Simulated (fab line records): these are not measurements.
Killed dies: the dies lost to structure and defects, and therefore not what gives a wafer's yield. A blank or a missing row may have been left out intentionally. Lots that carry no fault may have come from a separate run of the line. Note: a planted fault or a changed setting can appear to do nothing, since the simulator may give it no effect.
Chamber matching	flow n5 finfet	N5_BEOL_M15_ILD_DEP_00 on pecvd-01: 3 sister chambers
The step deposits SiO2 from TEOS/O2, target thk 1629.3 nm, time 346.1 s. 3 wafers are shown with their chamber, then 7 later ones without.

## EACH WAFER AND ITS CHAMBER
wafer	chamber	throttle valve pct (%)
L084.2	0	18.8
L082.1	1	19.1
L082.2	2	18.3

## WAFERS WITH NO CHAMBER GIVEN
wafer	throttle valve pct (%)
L082.6	19.3
L083.2	19.3
L083.4	18.8
L083.6	19.5
L092.2	18.8
L092.4	18.1
L092.6	19.5

## WHICH CHAMBER EACH WENT THROUGH
wafer	from the rows above	in truth
L082.6	can't be placed: 1 or 0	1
L083.2	can't be placed: 1 or 0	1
L083.4	can't be placed: 0 or 1 or 2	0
L083.6	can't be placed: 1 or 0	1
L092.2	can't be placed: 0 or 1 or 2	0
L092.4	can't be placed: 2 or 0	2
L092.6	can't be placed: 1 or 0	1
0 of 7 placed correctly. From these rows, 7 cannot be placed; in 7 the true chamber is one of the candidates. 0 placed wrongly.
How it was worked out, from the rows above alone: a wafer's distance from a chamber is the root of the sum, over the readings, of the square of ((its reading less the chamber's mean) divided by the reading's scatter). The wafer belongs to the nearest chamber; if the next one is less than 2 further off, it can't be placed. A chamber's mean is the mean of its shown wafers. The scatter (one wafer shown for each chamber): square how far every hidden wafer sits from the nearest shown wafer, average those squares and take the square root.
